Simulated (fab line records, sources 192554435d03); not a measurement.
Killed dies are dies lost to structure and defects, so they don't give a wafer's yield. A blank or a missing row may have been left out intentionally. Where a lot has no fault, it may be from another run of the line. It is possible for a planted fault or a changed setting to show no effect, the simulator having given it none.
fab line records	flow n5_finfet
record: lots: 6	wafers: 18	last_day: 18
route steps=1938 shown STI_FIN_REVEAL@193 DUMMY_GATE@212 BEOL_M4@1111 PASSIVATION@1936
lots that met no fault: from a run of the same line without faults
start_h: start of the lot's first displayed wafer, in hours after the record's first day	wait_h: time in hours since the lot's previous step	" same as the row above	L1.1+2: a single row standing in for several wafers	- value missing, or start not given	* or withheld: withheld	< > ~ a bound
route shown NAME@n: NAME is a module with steps in the file, n the number in the route of the first one	usual: mean/standard deviation taken from wafers without a fault	same: alike in all rows	chamber/n: place in a boat	sites: per-site readings	_std_site: the values' standard deviation	_edge_site: inner sites' mean taken away from outer sites' mean	radius_mm: how far each site lies from the wafer's centre	mask NAME#n: copy n	behind: the last tool/chamber to shape the wafer	hold: cause of the lot's hold/its duration in hours/its outcome	device: names the non-switching transistor (n, p or np)	end of line: the tests these same wafers got at the end of their route	a step given without rows: its recipe and nothing more	killed: the dies lost at the first sort to structure and to defects; this is not the yield of the wafer	map: dies across one wafer; x = killed, . = not, _ = none there
set.NAME: setting as actually run; set.NAME@STEP: the setting as run at that earlier step	model.NAME: the simulator's own value behind a step, which no gauge read
lots at selected steps of the route; one table per step, one row per wafer
services: when a tool's chamber went out of use (start_h, in hours from the record's first day, below 0 if earlier), for how many hours, and the reason
== steps ==
step: N5_STI_FIN_REVEAL_PRECLEAN_26
recipe: chemistry: SC1	time_s: 45	temp_c: 46	mix: 1:2:100
step: N5_STI_FIN_REVEAL_PRECLEAN_29
recipe: chemistry: DHF	time_s: 30	temp_c: 25	dilution: 300:1
step: N5_STI_FIN_REVEAL_SRD_12
recipe: time_s: 30	temp_c: 23	rinse_liquid: diw	dry: ipa_marangoni
step: N5_STI_FIN_REVEAL_RECESS_09
recipe: chemistry: HF/NH3	target: SiO2	afs_cycles: 11	target_depth_a: 425	temp_c: 30	sublimation_temp_c: 180	sublimation_time_s: 60
usual: drypump_motor_current_A: 6.0/0.39
lot.wafer	tool	chamber	start_h	wait_h	drypump_motor_current_A
L566.2	vapor_etch-02	0	46.93	0.0	6.5
L566.5	"	1	47.99	1.1	5.6
L566.6	"	0	"	"	6.5
L567.1	vapor_etch-01	1	53.44	0.0	5.9
L567.5	"	1	54.50	1.1	5.9
L567.6	"	0	"	"	6.2
L575.1	vapor_etch-02	1	103.90	0.0	5.6
L575.2	"	0	"	"	6.5
L575.5	"	1	104.96	1.1	5.6
L577.1	vapor_etch-02	1	111.73	0.0	5.6
L577.3	"	1	"	"	5.6
L577.6	"	0	"	"	6.5
L583.1	vapor_etch-01	0	147.80	0.0	6.3
L583.5	"	1	148.86	1.1	5.9
L583.6	"	0	"	"	6.3
L587.2	vapor_etch-02	1	171.55	0.0	5.6
L587.4	"	1	"	"	5.6
L587.6	"	1	"	"	5.6
step: N5_STI_FIN_REVEAL_STRIP_16
recipe: chemistry: H3PO4	material: SiNx	temp_c: 165	target_depth_a: 238	overetch_fraction: 0.4964	dry: ipa_marangoni
step: N5_STI_FIN_REVEAL_PRECLEAN_17
recipe: chemistry: NF3:NH3	afs_cycles: 1	temp_c: 30	time_s: 20	sublimation_temp_c: 180	sublimation_time_s: 60	pressure_torr: 3	rf_power_w: 30
step: N5_STI_FIN_REVEAL_ETCH_34
recipe: chemistry: H2	mode: isotropic	material: Si	target: Si	target_depth_a: 9.7	temp_c: 20	pressure_mtorr: 4.5	icp_w: 300	bias_w: 0	h2_flow_sccm: 7.5	he_flow_sccm: 142.5
usual: drypump_motor_current_A: 5.7/0.43	oes_product_au: 0.995/0.014	throttle_valve_pct: 25.71/0.21
same: bias_w: 0
lot.wafer	tool	chamber	start_h	wait_h	drypump_motor_current_A	oes_product_au	rf_hours_counter_h	throttle_valve_pct
L566.2	rie_si-03	3	49.02	0.1	5.9	0.983	15	25.70
L566.5	"	1	"	"	5.4	1.009	-	25.79
L566.6	"	2	"	"	5.6	0.995	-	25.63
L567.1	rie_si-03	0	55.53	0.2	6.2	1.007	127	25.59
L567.5	"	3	"	"	5.9	0.982	-	25.71
L567.6	"	0	"	"	6.2	0.998	-	25.58
L575.1	rie_si-06	0	105.99	0.2	6.3	0.991	17	25.48
L575.2	"	3	"	"	5.6	1.020	3	26.43
L575.5	"	2	"	"	6.1	1.001	-	25.92
L577.1	rie_si-03	0	113.82	0.2	6.3	1.001	128	25.60
L577.3	"	2	"	"	5.6	0.986	123	25.61
L577.6	"	1	"	"	5.4	1.018	-	25.78
L583.1	rie_si-03	3	149.89	0.2	5.9	0.989	17	25.72
L583.5	"	2	"	"	5.6	0.998	-	25.62
L583.6	"	1	"	"	5.4	1.016	-	25.79
L587.2	rie_si-06	2	173.65	0.1	6.1	0.996	83	25.92
L587.4	"	1	"	"	4.7	1.002	134	25.69
L587.6	"	2	"	"	6.1	0.993	-	25.92
step: N5_STI_FIN_REVEAL_OXIDATION_31
recipe: chemistry: O2_PLASMA_REMOTE	temp_c: 150	time_s: 20	pressure_mtorr: 1000	source_power_w: 2000	o2_flow_sccm: 3000
usual: drypump_motor_current_A: 5.88/0.14	heater_power_w: 148/10
lot.wafer	tool	chamber	start_h	wait_h	drypump_motor_current_A	heater_power_w	rf_hours_counter_h
L566.2	plasma_asher-01	0	49.09	0.0	5.96	143	85
L566.5	"	1	"	"	5.97	165	-
L566.6	"	0	"	"	5.97	142	-
L567.1	plasma_asher-01	1	55.59	0.0	5.97	166	86
L567.5	"	0	"	"	5.97	141	-
L567.6	"	1	"	"	5.98	162	-
L575.1	plasma_asher-02	1	106.05	0.0	5.89	136	39
L575.2	"	0	"	"	5.65	153	39
L575.5	"	1	"	"	5.91	142	-
L577.1	plasma_asher-02	0	113.95	0.1	5.61	149	41
L577.3	"	0	"	"	5.61	150	-
L577.6	"	1	"	"	5.91	138	-
L583.1	plasma_asher-02	1	149.95	0.0	5.93	142	47
L583.5	"	0	"	"	5.68	149	-
L583.6	"	1	"	"	5.91	136	-
L587.2	plasma_asher-02	0	173.71	0.0	5.65	146	50
L587.4	"	0	"	"	5.68	148	-
L587.6	"	1	"	"	5.93	140	-
step: N5_STI_FIN_REVEAL_PRECLEAN_32
recipe: chemistry: NF3:NH3	afs_cycles: 1	temp_c: 30	time_s: 20	sublimation_temp_c: 180	sublimation_time_s: 60	pressure_torr: 3	rf_power_w: 30
step: N5_STI_FIN_REVEAL_STRIP_35
recipe: chemistry: H3PO4	material: Si3N4	temp_c: 165	target_depth_a: 40	time_s: 39
step: N5_STI_FIN_REVEAL_SRD_21
recipe: dry: ipa_marangoni	time_s: 30	temp_c: 23	rinse_liquid: diw
step: N5_STI_FIN_REVEAL_OXIDATION_33
recipe: chemistry: O2_PLASMA_REMOTE	temp_c: 150	time_s: 20	pressure_mtorr: 1000	source_power_w: 2000	o2_flow_sccm: 3000
usual: drypump_motor_current_A: 5.90/0.13	heater_power_w: 149/10
lot.wafer	tool	chamber	start_h	wait_h	drypump_motor_current_A	heater_power_w	rf_hours_counter_h
L566.2	plasma_asher-01	0	49.44	0.0	5.98	141	85
L566.5	"	0	"	"	5.99	140	-
L566.6	"	1	"	"	5.96	163	-
L567.1	plasma_asher-02	1	55.98	0.1	5.92	138	31
L567.5	"	1	"	"	5.91	137	-
L567.6	"	0	"	"	5.63	148	-
L575.1	plasma_asher-02	0	106.40	0.0	5.65	147	39
L575.2	"	1	"	"	5.92	135	39
L575.5	"	0	"	"	5.67	150	-
L577.1	plasma_asher-02	0	114.30	0.0	5.66	151	41
L577.3	"	1	"	"	5.91	139	-
L577.6	"	1	"	"	5.92	142	-
L583.1	plasma_asher-01	0	150.40	0.1	5.99	143	109
L583.5	"	0	"	"	5.97	142	-
L583.6	"	1	"	"	6.01	164	-
L587.2	plasma_asher-02	0	174.07	0.0	5.68	148	50
L587.4	"	0	"	"	5.66	150	-
L587.6	"	0	"	"	5.65	151	-
step: N5_STI_FIN_REVEAL_CLEAN_19
recipe: chemistry: O3/DIW	temp_c: 25	time_s: 120	o3_ppm: 10
usual: bath_heat_duty_pct: 6.1/0.61
lot.wafer	tool	chamber	start_h	wait_h	bath_heat_duty_pct
L566.2	wet_bench-04	4	49.53	0.1	5.9
L566.5	"	2	"	"	6.1
L566.6	"	6	"	"	6.2
L567.1	wet_bench-03	0	56.07	0.1	6.1
L567.5	"	3	"	"	4.9
L567.6	"	5	"	"	6.0
L575.1	wet_bench-03	6	106.49	0.1	5.9
L575.2	"	4	"	"	5.9
L575.5	"	5	"	"	5.7
L577.1	wet_bench-03	2	114.39	0.1	5.7
L577.3	"	6	"	"	6.0
L577.6	"	1	"	"	6.2
L583.1	wet_bench-01	3	150.50	0.1	6.9
L583.5	"	5	"	"	4.9
L583.6	"	2	"	"	5.3
L587.2	wet_bench-03	5	174.15	0.1	5.5
L587.4	"	6	"	"	6.3
L587.6	"	2	"	"	6.9
step: N5_STI_FIN_REVEAL_SRD_23
recipe: dry: ipa_marangoni	time_s: 30	temp_c: 23	rinse_liquid: diw
step: N5_STI_FIN_REVEAL_CD_MEAS_22
recipe: target_cd_nm: 6.238	pitch_nm: 28	polarity: line
usual: cd_nm: 6.26/0.22
lot.wafer	tool	chamber	start_h	wait_h	cd_nm
L566.2	cd_sem-01	-	49.61	0.0	6.20
L566.5	"	-	"	"	6.18
L566.6	"	-	"	"	6.27
L567.1	cd_sem-01	-	56.15	0.0	6.24
L567.5	"	-	"	"	6.13
L567.6	"	-	"	"	6.15
L575.1	cd_sem-03	-	106.57	0.0	6.64
L575.2	"	-	"	"	6.15
L575.5	"	-	"	"	6.27
L577.1	cd_sem-03	-	114.46	0.0	6.11
L577.3	"	-	"	"	6.73
L577.6	"	-	"	"	6.44
L583.1	cd_sem-01	-	150.57	0.0	5.79
L583.5	"	-	"	"	5.97
L583.6	"	-	"	"	6.44
L587.2	cd_sem-03	-	174.23	0.0	6.57
L587.4	"	-	"	"	6.13
L587.6	"	-	"	"	6.16
step: N5_STI_FIN_REVEAL_FIN_H_MEAS_10
usual: trench_depth_nm: 52.0/0.65
lot.wafer	tool	chamber	start_h	wait_h	trench_depth_nm
L566.2	ocd-02	-	49.64	0.0	52.4
L566.5	"	-	"	"	52.0
L566.6	"	-	"	"	52.2
L567.1	ocd-01	-	56.18	0.0	50.8
L567.5	"	-	"	"	51.2
L567.6	"	-	"	"	51.1
L575.1	ocd-01	-	106.60	0.0	53.6
L575.2	"	-	"	"	52.1
L575.5	"	-	"	"	51.4
L577.1	ocd-02	-	114.49	0.0	52.1
L577.3	"	-	"	"	51.9
L577.6	"	-	"	"	52.0
L583.1	ocd-01	-	150.61	0.0	51.4
L583.5	"	-	"	"	51.7
L583.6	"	-	"	"	51.0
L587.2	ocd-02	-	174.26	0.0	52.0
L587.4	"	-	"	"	51.1
L587.6	"	-	"	"	51.4
step: N5_STI_FIN_REVEAL_PRECLEAN_18
recipe: chemistry: SC2	time_s: 45	temp_c: 35	mix: 1:1:50
step: N5_STI_FIN_REVEAL_SRD_28
recipe: dry: ipa_marangoni	time_s: 30	temp_c: 23	rinse_liquid: diw
step: N5_STI_FIN_REVEAL_INSPECT_13
recipe: inspect_instrument: darkfield	mode: post_clean
usual: raw_defect_count: 12/5.5
lot.wafer	tool	chamber	start_h	wait_h	raw_defect_count
L566.2	defect_inspect-02	-	49.72	0.0	19
L566.5	"	-	"	"	6
L566.6	"	-	"	"	12
L567.1	defect_inspect-01	-	56.26	0.0	9
L567.5	"	-	"	"	4
L567.6	"	-	"	"	13
L575.1	defect_inspect-02	-	106.68	0.0	281
L575.2	"	-	"	"	305
L575.5	"	-	"	"	330
L577.1	defect_inspect-01	-	114.58	0.0	330
L577.3	"	-	"	"	311
L577.6	"	-	"	"	335
L583.1	defect_inspect-02	-	150.69	0.0	14
L583.5	"	-	"	"	15
L583.6	"	-	"	"	8
L587.2	defect_inspect-02	-	174.35	0.0	18
L587.4	"	-	"	"	10
L587.6	"	-	"	"	20
step: N5_DUMMY_GATE_PRECLEAN_00
recipe: chemistry: O3/DIW	time_s: 60	temp_c: 22	o3_ppm: 10
step: N5_BEOL_M4_RC_MEAS_101
usual: DIBL_N: 36.4/1.2	DIBL_P: 36.1/1.6	IOFF_N: 0.156/0.024	IOFF_P: 0.21/0.031	ION_N: 674/11	ION_P: 463/6.9	SS_N: 71.5/0.5	SS_P: 73.2/0.55	VT_N: 250.0/2.9	VT_P: -250/3.6
lot.wafer	tool	chamber	start_h	wait_h	DIBL_N[mV/V]	DIBL_P[mV/V]	IOFF_N[nA/um]	IOFF_P[nA/um]	ION_N[uA/um]	ION_P[uA/um]	SS_N[mV/dec]	SS_P[mV/dec]	VT_N[mV]	VT_P[mV]
L566.2	prober-01	0	173.90	0.2	36.9	37.7	0.164	0.22	677	462	71.9	72.7	248.6	-248
L566.5	"	0	"	"	36.2	36.7	0.150	0.20	664	453	71.6	72.9	249.3	-250
L566.6	"	0	"	"	37.2	37.8	0.178	0.22	683	463	72.2	73.2	247.8	-248
L567.1	prober-02	0	174.27	0.0	35.8	36.7	0.163	0.19	665	449	71.5	73.8	248.6	-254
L567.5	"	0	"	"	36.0	36.5	0.157	0.19	672	458	71.7	74.4	250.7	-254
L567.6	"	0	"	"	35.5	36.7	0.159	0.20	675	458	71.4	73.6	247.7	-253
L575.1	prober-02	0	232.40	0.0	39.6	39.9	0.216	0.30	697	481	71.5	73.4	246.6	-245
L575.2	"	0	"	"	38.9	38.7	0.189	0.25	686	472	72.1	73.6	247.5	-247
L575.5	"	0	"	"	38.9	38.0	0.180	0.25	675	465	72.3	73.4	249.4	-246
L577.1	prober-01	0	242.03	0.0	36.0	34.4	0.116	0.14	655	451	71.2	72.0	258.6	-260
L577.3	"	0	"	"	37.5	36.7	0.142	0.18	670	449	71.9	73.2	250.9	-256
L577.6	"	0	"	"	36.0	35.3	0.120	0.16	666	448	71.5	72.6	255.5	-256
L583.1	prober-01	0	276.79	0.0	37.9	36.7	0.178	0.24	684	469	72.1	74.2	249.4	-247
L583.5	"	0	"	"	35.7	33.8	0.141	0.20	665	464	71.8	72.6	247.6	-250
L583.6	"	0	"	"	36.7	35.3	0.153	0.23	662	464	71.7	73.0	249.8	-246
L587.2	prober-01	0	314.90	0.2	37.0	36.9	0.183	0.20	695	463	72.7	73.8	246.0	-251
L587.4	"	0	"	"	36.7	36.2	0.167	0.18	680	458	71.1	73.9	249.4	-254
L587.6	"	0	"	"	35.6	35.2	0.154	0.17	679	457	72.1	73.0	247.6	-254
step: N5_PASSIVATION_PROBE_49
usual: defect_limited_yield: 91.4/1.5	killed_at_M0_to_M3: 31/11	killed_at_M4_up: 13/5.5	killed_at_contacts: 13/6.3	killed_at_front_end: 40/13	killed_at_other: 3.3/2.6	killed_dies: 101/18	killed_open: 67/13	killed_short: 33/7.9	sort_bin_5_function: 5.1/1	sort_bin_6_memory: 3.2/0.68	sort_n_pass: 1079/18	sort_yield_pct: 91.4/1.5
same: gross_dies: 1180	killed_at_back_side: 0	sort_bin_4_leakage[%]: 0	sort_bin_8_speed[%]: 0
lot.wafer	tool	chamber	start_h	wait_h	defect_limited_yield[%]	killed_at_M0_to_M3	killed_at_M4_up	killed_at_contacts	killed_at_front_end	killed_at_other	killed_dies	killed_open	killed_short	sort_bin_5_function[%]	sort_bin_6_memory[%]	sort_n_pass	sort_yield_pct[%]
L566.2	prober-01	-	269.99	0.1	90.7	34	20	9	44	3	110	81	29	5.6	3.2	1070	90.7
L566.5	prober-01	-	270.14	0.2	91.4	29	15	7	44	7	102	74	26	4.9	3.4	1078	91.4
L566.6	prober-01	-	270.19	0.3	90.8	42	15	7	37	7	108	72	36	5.3	3.5	1072	90.8
L575.1	prober-01	-	331.20	0.0	82.3	36	8	19	139	7	209	71	34	12.0	4.7	971	82.3
L575.2	prober-01	-	331.25	0.1	86.3	28	16	18	95	5	162	59	35	9.4	2.8	1018	86.3
L575.5	prober-01	-	331.40	0.2	83.9	38	11	17	113	11	190	67	28	11.2	3.1	990	83.9
L577.1	prober-01	-	337.82	0.0	85.9	29	13	8	115	1	166	55	24	10.2	2.3	1014	85.9
L577.3	prober-01	-	337.92	0.1	83.3	27	13	12	144	1	197	57	30	9.8	5.3	983	83.3
L577.6	prober-01	-	338.07	0.3	87.3	35	16	18	80	1	150	68	29	8.8	3.2	1030	87.3
killed by level:class
L566.2 BEOL_M4:geometric_particle:open=12 MOL_CONTACT_COAG:geometric_particle:open=9 BEOL_M0_SAQP:geometric_particle:open=8 ILD0:geometric_particle:open=7 GATE_CUT:geometric_particle:open=7 FIN_SAQP:geometric_particle:open=6 FIN_SAQP:geometric_particle:short=6 BEOL_M2:geometric_particle:open=6
L566.5 FIN_SAQP:geometric_particle:open=11 BEOL_M4:geometric_particle:open=9 DUMMY_GATE:geometric_particle:open=8 BEOL_M2:geometric_particle:open=8 BEOL_M3:geometric_particle:open=7 FIN_SAQP:geometric_particle:short=6 MOL_CONTACT_COAG:geometric_particle:open=5 BEOL_M0_SAQP:geometric_particle:open=5
L566.6 FIN_SAQP:geometric_particle:open=14 BEOL_M0_SAQP:geometric_particle:short=11 BEOL_M2:geometric_particle:open=10 MOL_CONTACT_COAG:geometric_particle:open=7 BEOL_M0_SAQP:geometric_particle:open=7 FIN_SAQP:geometric_particle:short=6 BEOL_M0:geometric_particle:open=4 BEOL_M4:geometric_particle:open=4
L575.1 STI_FIN_REVEAL:unspecified=104 MOL_CONTACT_COAG:geometric_particle:open=15 DUMMY_GATE:geometric_particle:open=11 BEOL_M1:geometric_particle:open=8 BEOL_M0_SAQP:geometric_particle:open=7 BEOL_M2:geometric_particle:open=6 BEOL_M0_SAQP:geometric_particle:short=5 BEOL_M3:geometric_particle:open=5
L575.2 STI_FIN_REVEAL:unspecified=68 MOL_CONTACT_COAG:geometric_particle:open=14 BEOL_M0_SAQP:geometric_particle:short=9 BEOL_M4:geometric_particle:open=7 BEOL_M2:geometric_particle:open=6 DUMMY_GATE:geometric_particle:open=5 BEOL_M0_SAQP:geometric_particle:open=5 BEOL_M4:geometric_particle:short=5
L575.5 STI_FIN_REVEAL:unspecified=95 MOL_CONTACT_COAG:geometric_particle:open=13 BEOL_M2:geometric_particle:open=12 BEOL_M4:geometric_particle:open=10 BEOL_M0_SAQP:geometric_particle:open=7 BEOL_M0_SAQP:geometric_particle:short=5 BEOL_M1:geometric_particle:open=5 MOL_CONTACT_COAG:geometric_particle:short=4
L577.1 STI_FIN_REVEAL:unspecified=86 FIN_SAQP:geometric_particle:open=12 BEOL_M0_SAQP:geometric_particle:short=9 BEOL_M1:geometric_particle:open=7 MOL_CONTACT_COAG:geometric_particle:open=7 BEOL_M4:geometric_particle:open=7 BEOL_M0_SAQP:geometric_particle:open=6 FIN_SAQP:geometric_particle:short=5
L577.3 STI_FIN_REVEAL:unspecified=110 BEOL_M2:geometric_particle:open=15 FIN_SAQP:geometric_particle:short=13 MOL_CONTACT_COAG:geometric_particle:open=11 BEOL_M6:geometric_particle:open=5 FIN_SAQP:geometric_particle:open=4 BEOL_M3:geometric_particle:open=4 ILD0:geometric_particle:open=3
L577.6 STI_FIN_REVEAL:unspecified=51 MOL_CONTACT_COAG:geometric_particle:open=12 FIN_SAQP:geometric_particle:open=9 BEOL_M3:geometric_particle:open=9 BEOL_M2:geometric_particle:open=7 FIN_SAQP:geometric_particle:short=6 MOL_CONTACT_COAG:geometric_particle:short=6 BEOL_M5:geometric_particle:open=6
map L575.1 (x killed, . not)
_________________............________________
______________........x......x.x_____________
___________.x...x......x..........x__________
__________............x............._________
________.......x......................_______
_______.x..x.........x...xx...........x______
______.............x....x..............._____
_____.................x......xx..........____
____.....xx...x.....x........x....x.......___
___.x..x..x........x..xxxx.xx.x............__
___.............x....xxxxxxxxx...x...x.....__
__...............x..xxxxxxxxxxxx............_
__.....x.x......x....xxxxxxxxxxxx..x........_
_........xxx.........xxxxxxxxxx.x...........x
_...................xxxxxxxxxxxxxxx..........
_..................xxxxxxxxxxxxx............x
_........x.x..x....x.xxxxxxxxx.x.............
_................x.x.xxxx..xxxxx.............
_......x.x.........xx.x...x.x......x........x
_x..x..............x.x....x..x........x.....x
_..x..x....x.x..................x........x.x.
__x.........x............x.................._
__......x.......................x..........x_
___.............x......x..............x....__
___.........x.....x........................__
____....x..............................x.x___
_____.....x...........x..xx.............x____
______.............x..............x....._____
_______x........x.x....................______
________..x..................x........_______
__________.........xx.x.........x..._________
___________.x..x..x..x..........x..__________
______________........x........._____________
_________________..x........x________________
map L577.3 (x killed, . not)
_________________............________________
______________.................._____________
___________..x.......x.............__________
__________.........................._________
________................x...xx.....xx._______
_______.x...x............x......x......______
______.x..x.................x.x........._____
_____...............x..x...x.....x....x..____
____......x.......x..x.xx..xx..x...x......___
___......x..x............xxx..............x__
___..............x....x.xxxx.xxx.xx........__
__...x......x......xxxxx.xxxxxxxx........x.x_
__x................xxxxxxxxxxxx.x..........._
_.......x..x....xxxxxxxxxxxxxxxxx....x.......
_....x............x.xxxxxxxxxx...............
_..................x.x.xxxxxxxxx.............
_.....x...........xxxxxxxxxxxxxx.x..x......x.
_.........x.........xxxxxxx.xxx.x............
_....xx.....x.......x...x..x.xx...x..........
_............................................
_......x...............x.....................
__..................x........x.......x..x..._
__.x..........x.........x....x....x........._
___......x.................x....x..........__
___....x...x......................x.....x..__
____........x.....x................x.x....___
_____..............x.....x......xx.......____
______..x...x......x..x................._____
_______...............x.x..............______
________.............................._______
__________........x......x.........._________
___________........x....x..........__________
______________.......xx........._____________
_________________............________________
== services ==
tool	chamber	start_h	hours	kind
rie_si-06	-	23.32	0.2	repair
wet_bench-04	-	52.58	2.1	repair
plasma_asher-02	-	61.55	14.6	pm
wet_bench-03	-	78.69	1.1	repair
rie_si-06	2	92.58	2.7	repair
plasma_asher-01	-	132.90	0.6	repair
plasma_asher-02	-	139.38	4.3	pm
wet_bench-04	-	160.10	6.4	repair
== key ==
first_sign: step: N5_STI_FIN_REVEAL_INSPECT_13	reading: raw_defect_count	direction: up	sigmas: 56	usual: 12	struck: 315
effect: step: N5_PASSIVATION_PROBE_49	reading: killed_at_front_end	direction: up	sigmas: 5.9	usual: 40	struck: 114
more_kills_born_at: N5_STI_FIN_REVEAL_CLEAN_19@wet_bench-03: 514
met_at N5_STI_FIN_REVEAL_CLEAN_19
struck_wafers L575.1,L575.2,L575.5,L577.1,L577.3,L577.6
onset_between 56.07 106.49
fault: kind: chamber_particle_source	tool: wet_bench-03	chamber: -	onset_h: 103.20	steps: N5_STI_FIN_REVEAL_CLEAN_19	rate_per_visit_cm2: 0.46707	end_h: 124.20
